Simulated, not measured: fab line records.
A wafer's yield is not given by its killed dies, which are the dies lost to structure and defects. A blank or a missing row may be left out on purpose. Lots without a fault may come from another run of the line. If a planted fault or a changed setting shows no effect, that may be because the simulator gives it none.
8D (eight disciplines) problem report, filled in by code    flow n5Finfet    the parts of the form that need people (team, actions taken, sign-off) are left out

== 1. WHAT WENT WRONG ==
Wafers without a fault read 10.40 s, standard deviation 0.21; etchRfOnTimeS at N5_MOL_CONTACT_COAG_ETCH_65 reads a mean of 13.16 s on 2 wafers belonging to 2 lots. Relative to the usual mean, that is a shift of +13 standard deviations.
The step: etches underlayer in N2/H2, target depth 13 nm, time 10.4 s.
First observed at day 7 09:53: wafer L296.2, on rieDiel-02. The record holds 27 wafers of 9 lots with a number at this step. By rule, "out" or "out of limits" means more than 4 standard deviations away from the usual mean. The rest of the wafers with a number are treated as sound.

== 2. WHAT IT IS, AND WHAT IT ISN'T ==
question                     is                is not
which readings at this step  etchRfOnTimeS     drypumpMotorCurrentA, oesProductAu, rfVppV
which lots                   L296, L298        L289, L290, L293, L307, L308, L309, L311
which wafers of those lots   L296.2, L298.5    L296.1, L296.6, L298.1, L298.6
read on which tools          rieDiel-02        rieDiel-05, rieDiel-06
when                         from day 7 09:53  up to then (11 sound wafers); but 14 sound wafers of L298, L307, L308, L309, L311 came after

== 3. THE SUSPECTS, EACH WITH WHAT RULES IT OUT ==
Counting: any tool at a process step up to the reading remains a suspect provided it ran every lot that is out. Sound lots after the first of them don't rule it out here, since some wafers of a struck lot are sound.
- rieDiel-05 at N5_MOL_CONTACT_COAG_ETCH_90 (etches SiARC in CF4, target depth 13 nm, time 21.7 s): kept. Ran every lot that is out, first one L296 (day 7 08:37); last sound lot up to then L293 (day 6 07:14).
- rieDiel-02 at N5_MOL_CONTACT_COAG_ETCH_65 (etches underlayer in N2/H2, target depth 13 nm, time 10.4 s): kept. Ran every lot that is out, first one L296 (day 7 09:53); last sound lot up to then L290 (day 5 15:42). Out on those wafers are its own readings of etchRfOnTimeS.
- rieDiel-05, N5_MOL_CONTACT_COAG_ETCH_90: wafers that are out in chamber 0, sound lot-mates in chambers 1, 3.
After counting, rieDiel-05 at N5_MOL_CONTACT_COAG_ETCH_90 and rieDiel-02 at N5_MOL_CONTACT_COAG_ETCH_65 remain.

== 4. THE CAUSE (what the simulator had put in) ==
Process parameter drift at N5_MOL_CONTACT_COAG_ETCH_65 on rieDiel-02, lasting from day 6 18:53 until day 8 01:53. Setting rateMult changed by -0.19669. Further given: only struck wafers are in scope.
2 suspects survive the count, and this tool is in that group.

== 5. THE EFFECT CHAIN, in route order ==
Each row: a reading where the mean over the struck wafers with a number is more than 3 standard deviations away from the usual. Only readings whose record carries a usual standard deviation are examined. hours: median over the lots of the time between each lot's start at the first step of this table that gives one and its start at this step. sigmas: the change, counted in usual standard deviations.
hours  step                         reading        usual    on struck wafers  change  sigmas
0      N5_MOL_CONTACT_COAG_ETCH_65  etchRfOnTimeS  10.40 s  13.16             +2.76   +13
Here are the process steps it includes:
- N5_MOL_CONTACT_COAG_ETCH_65: etches underlayer in N2/H2, target depth 13 nm, time 10.4 s.
Later measuring or inspecting steps at which every struck wafer that the step has a row for has a number for every such reading, and none has moved that far: N5_BEOL_M4_RC_MEAS_101.

== 6. WHAT WOULD HAVE CAUGHT IT SOONER ==
In this record the first reading out of limits was taken at day 7 09:53, 15 hours after the fault began at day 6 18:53.
